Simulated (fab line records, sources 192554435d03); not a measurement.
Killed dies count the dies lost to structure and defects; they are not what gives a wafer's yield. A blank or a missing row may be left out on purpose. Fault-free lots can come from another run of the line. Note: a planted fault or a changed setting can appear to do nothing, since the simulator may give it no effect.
fab line records | flow n5_finfet
record lots=11 | wafers=33 | last_day=15
route steps=1938 shown BEOL_M4@1031 PAD_METAL@1896 PASSIVATION@1916
lots untouched by any fault: they come from a run of this same line in which no faults occurred
start_h: start of the lot's first displayed wafer, in hours after the record's first day | wait_h: hours from the lot's prior step to this one | " identical to the entry in the row above | L1.1+2: a row that stands for several wafers | - no value, or no start given | * or withheld: withheld | < > ~ a bound
route shown NAME@n: a module of which the file shows steps, and the number in the route of the first | usual: mean/standard deviation taken from wafers without a fault | same: alike in all rows | chamber/n: place in a boat | sites: readings site by site | _std_site: the values' standard deviation | _edge_site: mean of outer sites minus mean of inner sites | radius_mm: how far each site lies from the wafer's centre | mask NAME#n: copy n | behind: the tool/chamber that last shaped the wafer | hold: cause of the lot's hold/its duration in hours/its outcome | device: whichever transistor did not switch (one of n, p or np) | end of line: at the end of the route, the tests of the same wafers | for a step that has no rows: nothing shown but its recipe | killed: not the wafer's yield, but the dies lost to structure and defects at the first sort | map: a wafer's dies, x killed, . not, _ none there
set.NAME: the setting the step ran with; set.NAME@STEP: the setting that earlier step ran with | model.NAME: the simulator's own value behind a step, which no gauge read
a sample of lots followed through the steps of the route, with each step as a table and each wafer as a row
services: when a tool's chamber went out of use (start_h, in hours from the record's first day, below 0 if earlier), for how many hours, and the reason
## steps
# step N5_BEOL_M4_EXPOSE_08
# recipe mask_id=M4 | na=0.33 | source_shape=dipole | sigma_inner=0.369 | sigma_outer=0.767 | polarization=unpolarized | dose_mj=41.25
lot.wafer  | tool           | chamber | start_h | wait_h | mask
L165.1+2+3 | euv_scanner-02 | 0       | 160.90  | -      | M4#0
L167.1+2+4 | euv_scanner-02 | 0       | 167.19  | -      | M4#0
L166.1+2+4 | euv_scanner-01 | 0       | 167.75  | -      | M4#0
L170.1+2+3 | euv_scanner-01 | 0       | 184.18  | -      | M4#0
L171.2+5+6 | euv_scanner-02 | 0       | 195.21  | -      | M4#0
L172.1+2+6 | euv_scanner-01 | 0       | 199.84  | -      | M4#0
L173.2+5+6 | euv_scanner-02 | 0       | 207.57  | -      | M4#0
L174.1+3+5 | euv_scanner-01 | 0       | 213.75  | -      | M4#0
L175.1+3+6 | euv_scanner-01 | 0       | 218.49  | -      | M4#0
L176.3+4+5 | euv_scanner-01 | 0       | 227.62  | -      | M4#0
L180.1+3+6 | euv_scanner-01 | 0       | 241.41  | -      | M4#0
# step N5_PASSIVATION_AL_DEP_21
# recipe material=Al | target_thk_a=28000 | temp_c=400 | time_s=170 | power_w=30000 | chamber_pressure_pa=0.4 | gas=Ar
# usual throttle_valve_pct=29.8/1
lot.wafer | tool           | chamber | start_h | wait_h | throttle_valve_pct
L165.1    | pvd_sputter-02 | -       | 267.49  | 0.1    | 28.8
L165.2    | "              | -       | "       | "      | 31.4
L165.3    | "              | -       | "       | "      | 28.9
L167.1    | pvd_sputter-01 | -       | 277.28  | 0.1    | 30.5
L167.2    | "              | -       | "       | "      | 30.0
L167.4    | "              | -       | "       | "      | 30.6
L166.1    | pvd_sputter-01 | -       | 283.47  | 0.1    | 29.9
L166.2    | "              | -       | "       | "      | 30.7
L166.4    | "              | -       | "       | "      | 30.7
L170.1    | pvd_sputter-01 | -       | 290.74  | 0.1    | 30.8
L170.2    | "              | -       | "       | "      | 30.4
L170.3    | "              | -       | "       | "      | 29.4
L171.2    | pvd_sputter-03 | -       | 303.56  | 0.1    | 29.8
L171.5    | "              | -       | "       | "      | 28.4
L171.6    | "              | -       | "       | "      | 31.2
L172.1    | pvd_sputter-03 | -       | 307.08  | 0.1    | 31.2
L172.2    | "              | -       | "       | "      | 28.2
L172.6    | "              | -       | "       | "      | 28.6
L173.2    | pvd_sputter-01 | -       | 308.29  | 0.1    | 30.9
L173.5    | "              | -       | "       | "      | 29.4
L173.6    | "              | -       | "       | "      | 30.0
L174.1    | pvd_sputter-03 | -       | 320.80  | 0.1    | 31.3
L174.3    | "              | -       | "       | "      | 28.3
L174.5    | "              | -       | "       | "      | 29.9
L175.1    | pvd_sputter-03 | -       | 321.30  | 0.1    | 28.7
L175.3    | "              | -       | "       | "      | 29.9
L175.6    | "              | -       | "       | "      | 29.5
L176.3    | pvd_sputter-02 | -       | 330.91  | 0.1    | 28.8
L176.4    | "              | -       | "       | "      | 28.9
L176.5    | "              | -       | "       | "      | 28.7
L180.1    | pvd_sputter-01 | -       | 350.06  | 0.1    | 29.3
L180.3    | "              | -       | "       | "      | 30.2
L180.6    | "              | -       | "       | "      | 30.7
# step N5_PASSIVATION_PECVD_35
# recipe material=SiNx | target_thk_a=7000 | temp_c=400 | precursor=SiH4/NH3/N2 | pressure_torr=4.9 | rf_w=1406 | time_s=151.3
# usual heater_power_outer_w=165/64 | heater_power_w=398/110 | showerhead_plenum_p_Torr=8.72/0.042 | throttle_valve_pct=28.5/1.2
lot.wafer | tool     | chamber | start_h | wait_h | heater_power_outer_w | heater_power_w | showerhead_plenum_p_Torr | throttle_valve_pct
L165.1    | pecvd-01 | 0       | 269.39  | 0.1    | 125                  | 329            | 8.74                     | 28.3
L165.2    | "        | 1       | "       | "      | 115                  | 278            | 8.74                     | 29.1
L165.3    | "        | 2       | "       | "      | 114                  | 349            | 8.75                     | 27.9
L167.1    | pecvd-01 | 2       | 279.20  | 0.1    | 208                  | 470            | 8.79                     | 28.1
L167.2    | "        | 1       | "       | "      | 159                  | 331            | 8.75                     | 29.0
L167.4    | "        | 1       | "       | "      | 179                  | 365            | 8.76                     | 28.9
L166.1    | pecvd-01 | 1       | 285.63  | 0.1    | 135                  | 311            | 8.77                     | 29.3
L166.2    | "        | 2       | "       | "      | 182                  | 435            | 8.76                     | 28.2
L166.4    | "        | 0       | "       | "      | 41                   | 224            | 8.72                     | 28.2
L170.1    | pecvd-01 | 2       | 292.70  | 0.1    | 179                  | 424            | 8.75                     | 28.2
L170.2    | "        | 1       | "       | "      | 176                  | 360            | 8.79                     | 29.1
L170.3    | "        | 0       | "       | "      | 46                   | 224            | 8.69                     | 28.3
L171.2    | pecvd-04 | 2       | 305.46  | 0.1    | 101                  | 238            | 8.65                     | 27.7
L171.5    | "        | 0       | "       | "      | 40                   | 241            | 8.76                     | 27.8
L171.6    | "        | 1       | "       | "      | 310                  | 601            | 8.72                     | 30.3
L172.1    | pecvd-03 | 0       | 309.86  | 0.1    | 247                  | 491            | 8.64                     | 26.0
L172.2    | "        | 2       | "       | "      | 128                  | 364            | 8.75                     | 29.5
L172.6    | "        | 0       | "       | "      | 134                  | 329            | 8.67                     | 26.1
L173.2    | pecvd-04 | 0       | 310.19  | 0.1    | 68                   | 274            | 8.76                     | 27.9
L173.5    | "        | 0       | "       | "      | 98                   | 316            | 8.76                     | 27.8
L173.6    | "        | 1       | "       | "      | 245                  | 525            | 8.70                     | 30.1
L175.1    | pecvd-01 | 1       | 323.15  | 0.1    | 142                  | 328            | 8.75                     | 29.2
L175.3    | "        | 0       | "       | "      | 51                   | 223            | 8.73                     | 28.0
L175.6    | "        | 0       | "       | "      | 87                   | 278            | 8.74                     | 28.3
L174.1    | pecvd-03 | 1       | 323.19  | 0.1    | 264                  | 649            | 8.70                     | 29.6
L174.3    | "        | 0       | "       | "      | 136                  | 346            | 8.65                     | 26.2
L174.5    | "        | 2       | "       | "      | 132                  | 365            | 8.73                     | 29.8
L176.3    | pecvd-01 | 0       | 332.69  | 0.1    | 144                  | 353            | 8.73                     | 28.2
L176.4    | "        | 0       | "       | "      | 40                   | 218            | 8.73                     | 28.3
L176.5    | "        | 1       | "       | "      | 176                  | 362            | 8.74                     | 28.9
L180.1    | pecvd-03 | 0       | 352.01  | 0.1    | 232                  | 488            | 8.65                     | 26.2
L180.3    | "        | 2       | "       | "      | 177                  | 436            | 8.74                     | 29.7
L180.6    | "        | 0       | "       | "      | 256                  | 480            | 8.67                     | 26.0
# step N5_PASSIVATION_PASS_ETCH_47
# recipe chemistry=CF4/O2 | target=SiNx | target_depth_a=7700 | time_s=385 | ion_energy_ev=100 | pressure_mtorr=40 | source_w=535 | bias_w=49 | Ar_flow_sccm=100 | cf4_flow_sccm=100 | O2_flow_sccm=10
# usual O2_flow_sccm=10.002/0.028 | drypump_motor_current_A=5.6/0.53 | oes_ar_750_au=0.80/0.073 | oes_product_au=0.80/0.074 | rf_vpp_V=238.6/1.8 | showerhead_plenum_p_Torr=2.20/0.051 | throttle_valve_pct=15.86/0.2
lot.wafer | tool        | chamber | start_h | wait_h | O2_flow_sccm | drypump_motor_current_A | oes_ar_750_au | oes_product_au | rf_hours_counter_h | rf_vpp_V | showerhead_plenum_p_Torr | throttle_valve_pct
L165.1    | rie_diel-01 | 1       | 270.07  | 0.0    | 10.010       | 4.8                     | 0.85          | 0.86           | 55                 | 234.8    | 2.15                     | 15.59
L165.2    | "           | 0       | "       | "      | 9.986        | 5.3                     | 0.87          | 0.88           | 41                 | 239.4    | 2.25                     | 16.00
L165.3    | "           | 2       | "       | "      | 10.021       | 5.5                     | 0.71          | 0.71           | 209                | 239.5    | 2.19                     | 15.84
L167.1    | rie_diel-01 | 0       | 280.10  | 0.0    | 9.975        | 5.3                     | 0.87          | 0.88           | 46                 | 239.8    | 2.25                     | 16.00
L167.2    | "           | 1       | "       | "      | 10.008       | 4.9                     | 0.85          | 0.85           | 59                 | 237.6    | 2.15                     | 15.60
L167.4    | "           | 2       | "       | "      | 9.991        | 5.5                     | 0.71          | 0.70           | 213                | 239.8    | 2.19                     | 15.86
L166.1    | rie_diel-06 | 3       | 286.31  | 0.0    | 9.971        | 6.8                     | 0.72          | 0.72           | 210                | 239.4    | 2.26                     | 16.04
L166.2    | "           | 0       | "       | "      | 9.967        | 5.5                     | 0.73          | 0.73           | 183                | 241.7    | 2.28                     | 16.08
L166.4    | "           | 3       | "       | "      | 9.983        | 6.8                     | 0.72          | 0.72           | -                  | 239.3    | 2.26                     | 16.03
L170.1    | rie_diel-06 | 2       | 293.29  | 0.0    | 10.043       | 5.4                     | 0.87          | 0.87           | 46                 | 237.6    | 2.15                     | 15.75
L170.2    | "           | 3       | "       | "      | 10.013       | 6.8                     | 0.72          | 0.71           | 214                | 239.3    | 2.26                     | 16.02
L170.3    | "           | 0       | "       | "      | 10.042       | 5.5                     | 0.72          | 0.73           | 186                | 239.9    | 2.28                     | 16.10
L171.2    | rie_diel-01 | 3       | 306.14  | 0.0    | 9.954        | 5.8                     | 0.83          | 0.84           | 76                 | 237.5    | 2.22                     | 15.77
L171.5    | "           | 3       | "       | "      | 9.960        | 5.7                     | 0.83          | 0.84           | -                  | 238.3    | 2.23                     | 15.79
L171.6    | "           | 2       | "       | "      | 9.951        | 5.5                     | 0.70          | 0.69           | -                  | 239.1    | 2.18                     | 15.86
L172.1    | rie_diel-01 | 1       | 310.65  | 0.0    | 10.016       | 4.9                     | 0.83          | 0.83           | 70                 | 235.9    | 2.15                     | 15.61
L172.2    | "           | 2       | "       | "      | 9.973        | 5.5                     | 0.70          | 0.69           | 224                | 240.2    | 2.18                     | 15.89
L172.6    | "           | 1       | "       | "      | 10.035       | 4.8                     | 0.83          | 0.84           | -                  | 237.8    | 2.15                     | 15.62
L173.2    | rie_diel-06 | 3       | 310.90  | 0.0    | 9.977        | 6.8                     | 0.71          | 0.71           | 222                | 239.4    | 2.26                     | 16.04
L173.5    | "           | 3       | "       | "      | 9.997        | 6.8                     | 0.71          | 0.71           | -                  | 239.5    | 2.26                     | 16.04
L173.6    | "           | 0       | "       | "      | 10.036       | 5.5                     | 0.71          | 0.72           | -                  | 241.4    | 2.27                     | 16.10
L175.1    | rie_diel-01 | 0       | 324.11  | 0.0    | 10.018       | 5.4                     | 0.85          | 0.85           | 61                 | 239.5    | 2.24                     | 16.04
L175.3    | "           | 2       | "       | "      | 9.967        | 5.5                     | 0.70          | 0.69           | 229                | 239.4    | 2.18                     | 15.87
L175.6    | "           | 0       | "       | "      | 10.005       | 5.4                     | 0.85          | 0.85           | -                  | 240.5    | 2.24                     | 16.04
L174.1    | rie_diel-06 | 0       | 324.18  | 0.0    | 10.026       | 5.5                     | 0.71          | 0.71           | 201                | 241.6    | 2.27                     | 16.12
L174.3    | "           | 2       | "       | "      | 10.021       | 5.4                     | 0.85          | 0.85           | 60                 | 237.2    | 2.15                     | 15.77
L174.5    | "           | 1       | "       | "      | 10.032       | 5.3                     | 0.95          | 0.94           | -                  | 235.3    | 2.17                     | 15.50
L176.3    | rie_diel-06 | 1       | 333.28  | 0.0    | 9.972        | 5.3                     | 0.92          | 0.92           | 8                  | 236.5    | 2.16                     | 15.51
L176.4    | "           | 3       | "       | "      | 9.966        | 6.8                     | 0.71          | 0.70           | 231                | 238.7    | 2.26                     | 16.06
L176.5    | "           | 0       | "       | "      | 9.962        | 5.5                     | 0.70          | 0.71           | -                  | 241.8    | 2.27                     | 16.14
L180.1    | rie_diel-06 | 2       | 352.91  | 0.0    | 9.965        | 5.4                     | 0.84          | 0.84           | 70                 | 234.9    | 2.15                     | 15.80
L180.3    | "           | 1       | "       | "      | 10.003       | 5.3                     | 0.90          | 0.91           | 15                 | 235.7    | 2.16                     | 15.52
L180.6    | "           | 2       | "       | "      | 9.998        | 5.4                     | 0.85          | 0.83           | -                  | 236.3    | 2.15                     | 15.79
# step N5_PASSIVATION_PROBE_49
# usual defect_limited_yield=91.5/1.4 | killed_at_M0_to_M3=33/10 | killed_at_M4_up=13/5 | killed_at_contacts=13/5.6 | killed_at_front_end=38/12 | killed_at_other=3.9/2.7 | killed_dies=100/16 | killed_open=66/13 | killed_short=32/7.2 | sort_bin_5_function=5.0/0.97 | sort_bin_6_memory=3.2/0.61 | sort_n_pass=1080/16 | sort_yield_pct=91.5/1.4
# same gross_dies=1180 | killed_at_back_side=0 | sort_bin_4_leakage[%]=0 | sort_bin_8_speed[%]=0
lot.wafer | tool      | chamber | start_h | wait_h | defect_limited_yield[%] | killed_at_M0_to_M3 | killed_at_M4_up | killed_at_contacts | killed_at_front_end | killed_at_other | killed_dies | killed_open | killed_short | sort_bin_5_function[%] | sort_bin_6_memory[%] | sort_n_pass | sort_yield_pct[%]
L165.1    | prober-02 | -       | 273.11  | 0.0    | 92.0                    | 21                 | 13              | 6                  | 48                  | 6               | 94          | 66          | 27           | 5.0                    | 2.8                  | 1086        | 92.0
L165.2    | prober-02 | -       | 273.16  | 0.1    | 92.4                    | 15                 | 13              | 32                 | 25                  | 5               | 90          | 69          | 20           | 4.7                    | 2.7                  | 1090        | 92.4
L165.3    | prober-02 | -       | 273.21  | 0.1    | 92.3                    | 19                 | 9               | 19                 | 36                  | 8               | 91          | 58          | 31           | 4.2                    | 3.1                  | 1089        | 92.3
L166.1    | prober-02 | -       | 289.35  | 0.0    | 90.7                    | 40                 | 13              | 5                  | 52                  | 0               | 110         | 71          | 37           | 5.8                    | 3.2                  | 1070        | 90.7
L166.2    | prober-02 | -       | 289.40  | 0.1    | 90.1                    | 25                 | 17              | 19                 | 47                  | 9               | 117         | 81          | 33           | 5.8                    | 4.0                  | 1063        | 90.1
L166.4    | prober-02 | -       | 289.50  | 0.2    | 92.1                    | 30                 | 15              | 7                  | 36                  | 5               | 93          | 62          | 30           | 5.0                    | 2.5                  | 1087        | 92.1
L170.1    | prober-01 | -       | 296.34  | 0.0    | 90.4                    | 38                 | 12              | 18                 | 45                  | 0               | 113         | 78          | 31           | 6.0                    | 3.2                  | 1067        | 90.4
L170.2    | prober-01 | -       | 296.39  | 0.1    | 91.8                    | 34                 | 16              | 22                 | 24                  | 1               | 97          | 75          | 21           | 4.5                    | 3.5                  | 1083        | 91.8
L170.3    | prober-01 | -       | 296.44  | 0.1    | 91.4                    | 34                 | 10              | 16                 | 39                  | 3               | 102         | 63          | 39           | 4.7                    | 3.6                  | 1078        | 91.4
L180.1    | prober-02 | -       | 356.75  | 0.0    | 90.7                    | 29                 | 42              | 18                 | 21                  | 0               | 110         | 54          | 33           | 5.4                    | 3.6                  | 1070        | 90.7
L180.3    | prober-02 | -       | 356.85  | 0.1    | 90.2                    | 53                 | 24              | 12                 | 24                  | 3               | 116         | 74          | 29           | 6.0                    | 3.5                  | 1064        | 90.2
L180.6    | prober-02 | -       | 357.00  | 0.3    | 90.3                    | 35                 | 29              | 8                  | 39                  | 3               | 114         | 71          | 20           | 5.9                    | 3.5                  | 1066        | 90.3
# killed by level:class
L165.1 STI_FIN_REVEAL:geometric_particle:open=22 BEOL_M0_SAQP:geometric_particle:open=9 FIN_SAQP:geometric_particle:open=8 BEOL_M4:geometric_particle:open=5 MOL_CONTACT_COAG:geometric_particle:open=4 BEOL_M2:geometric_particle:open=4 PAD_METAL:geometric_particle:short=4 ILD0:geometric_particle:open=3
L165.2 MOL_CONTACT_COAG:geometric_particle:open=25 STI_FIN_REVEAL:geometric_particle:open=8 MOL_CONTACT_COAG:geometric_particle:short=7 FIN_SAQP:geometric_particle:open=5 BEOL_M4:geometric_particle:open=5 DUMMY_GATE:geometric_particle:open=4 BEOL_M0_SAQP:geometric_particle:short=3 BEOL_M0_SAQP:geometric_particle:open=3
L165.3 STI_FIN_REVEAL:geometric_particle:open=13 MOL_CONTACT_COAG:geometric_particle:open=11 MOL_CONTACT_COAG:geometric_particle:short=8 BEOL_M0_SAQP:geometric_particle:open=7 PAD_METAL:geometric_particle:short=6 FIN_SAQP:geometric_particle:open=5 BEOL_M2:geometric_particle:open=4 STARTING-WAFER:geometric_particle:short=4
L166.1 STI_FIN_REVEAL:geometric_particle:open=15 BEOL_M3:geometric_particle:open=9 FIN_SAQP:geometric_particle:open=8 FIN_SAQP:geometric_particle:short=8 BEOL_M1:geometric_particle:short=7 BEOL_M0_SAQP:geometric_particle:open=6 BEOL_M1:geometric_particle:open=6 BEOL_M2:geometric_particle:short=6
L166.2 MOL_CONTACT_COAG:geometric_particle:open=17 FIN_SAQP:geometric_particle:short=12 STI_FIN_REVEAL:geometric_particle:open=12 FIN_SAQP:geometric_particle:open=9 BEOL_M4:geometric_particle:open=7 BEOL_M1:geometric_particle:open=6 MIM_BOT:geometric_particle:short=5 BEOL_M3:geometric_particle:open=4
L166.4 BEOL_M4:geometric_particle:open=13 BEOL_M1:geometric_particle:open=9 FIN_SAQP:geometric_particle:open=8 STI_FIN_REVEAL:geometric_particle:open=8 BEOL_M2:geometric_particle:short=7 MOL_CONTACT_COAG:geometric_particle:open=6 FIN_SAQP:geometric_particle:short=5 BEOL_M0_SAQP:geometric_particle:open=4
L170.1 MOL_CONTACT_COAG:geometric_particle:open=16 STI_FIN_REVEAL:geometric_particle:open=12 BEOL_M0_SAQP:geometric_particle:short=12 BEOL_M0_SAQP:geometric_particle:open=10 FIN_SAQP:geometric_particle:open=7 BEOL_M3:geometric_particle:open=5 ILD0:geometric_particle:open=5 FIN_SAQP:geometric_particle:short=4
L170.2 MOL_CONTACT_COAG:geometric_particle:open=18 STI_FIN_REVEAL:geometric_particle:open=9 BEOL_M0_SAQP:geometric_particle:open=9 BEOL_M7:geometric_particle:open=9 BEOL_M0:geometric_particle:short=6 BEOL_M3:geometric_particle:open=5 STARTING-WAFER:geometric_particle:open=5 MOL_CONTACT_COAG:geometric_particle:short=4
L170.3 MOL_CONTACT_COAG:geometric_particle:open=13 BEOL_M0_SAQP:geometric_particle:open=8 BEOL_M0_SAQP:geometric_particle:short=8 STI_FIN_REVEAL:geometric_particle:open=7 BEOL_M2:geometric_particle:open=6 ILD0:geometric_particle:short=5 BEOL_M3:geometric_particle:open=5 STARTING-WAFER:geometric_particle:open=5
L180.1 BEOL_M4:area_expose=23 MOL_CONTACT_COAG:geometric_particle:open=10 BEOL_M4:geometric_particle:open=9 MOL_CONTACT_COAG:geometric_particle:short=8 BEOL_M3:geometric_particle:open=8 FIN_SAQP:geometric_particle:open=4 BEOL_M0_SAQP:geometric_particle:short=4 BEOL_M2:geometric_particle:short=4
L180.3 BEOL_M0_SAQP:geometric_particle:short=12 BEOL_M3:geometric_particle:open=11 BEOL_M4:area_expose=11 MOL_CONTACT_COAG:geometric_particle:open=9 BEOL_M2:geometric_particle:open=8 BEOL_M0_SAQP:geometric_particle:open=6 BEOL_M4:geometric_particle:open=6 DUMMY_GATE:geometric_particle:open=5
L180.6 BEOL_M4:area_expose=23 STI_FIN_REVEAL:geometric_particle:open=11 BEOL_M1:geometric_particle:open=10 FIN_SAQP:geometric_particle:short=9 BEOL_M0_SAQP:geometric_particle:open=9 FIN_SAQP:geometric_particle:open=8 MOL_CONTACT_COAG:geometric_particle:open=8 BEOL_M2:geometric_particle:open=7
## services
tool           | chamber | start_h | hours | kind
pecvd-03       | 0       | 146.35  | 2.8   | repair
pecvd-03       | -       | 149.62  | 1.8   | repair
euv_scanner-02 | -       | 156.81  | 1.0   | pm
pecvd-04       | -       | 158.95  | 1.4   | repair
euv_scanner-01 | -       | 163.74  | 1.0   | pm
euv_scanner-01 | -       | 187.82  | 0.5   | repair
pecvd-04       | 2       | 196.29  | 4.3   | repair
euv_scanner-02 | -       | 212.96  | 1.0   | pm
euv_scanner-01 | -       | 219.89  | 1.0   | pm
pecvd-01       | 2       | 232.62  | 4.2   | repair
rie_diel-06    | 1       | 242.35  | 55.8  | repair
euv_scanner-01 | -       | 260.61  | 12.0  | pm
rie_diel-06    | 2       | 272.24  | 7.4   | repair
euv_scanner-02 | -       | 272.61  | 1.0   | pm
euv_scanner-01 | -       | 276.04  | 1.0   | pm
euv_scanner-02 | -       | 278.69  | 4.6   | pm
pecvd-03       | -       | 286.97  | 14.6  | pm
euv_scanner-01 | -       | 287.04  | 4.6   | pm
euv_scanner-01 | -       | 313.58  | 17.3  | pm
euv_scanner-01 | -       | 330.88  | 5.8   | pm
pecvd-04       | -       | 335.87  | 1.0   | repair
euv_scanner-02 | -       | 336.66  | 1.0   | pm
euv_scanner-01 | -       | 337.67  | 1.0   | pm
pvd_sputter-02 | -       | 346.69  | 2.1   | repair
## key
first_sign step=N5_PASSIVATION_PROBE_49 | reading=killed_at_M4_up | direction=up | sigmas=3.7 | usual=13 | struck=32 | wafers_moved=2
effect none on later readings
met_at N5_BEOL_M4_EXPOSE_08
struck_lots L180
not_acting_at N5_PASSIVATION_AL_DEP_21,N5_PASSIVATION_PECVD_35,N5_PASSIVATION_PASS_ETCH_47
onset_between 227.62 241.41
also_fits time
fault kind=process_parameter_drift | tool=euv_scanner-01 | chamber=- | onset_h=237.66 | steps=N5_BEOL_M4_EXPOSE_08 | channel=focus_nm | offset=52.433 | spread_by_wafer=0.3 | shape=step | end_h=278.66
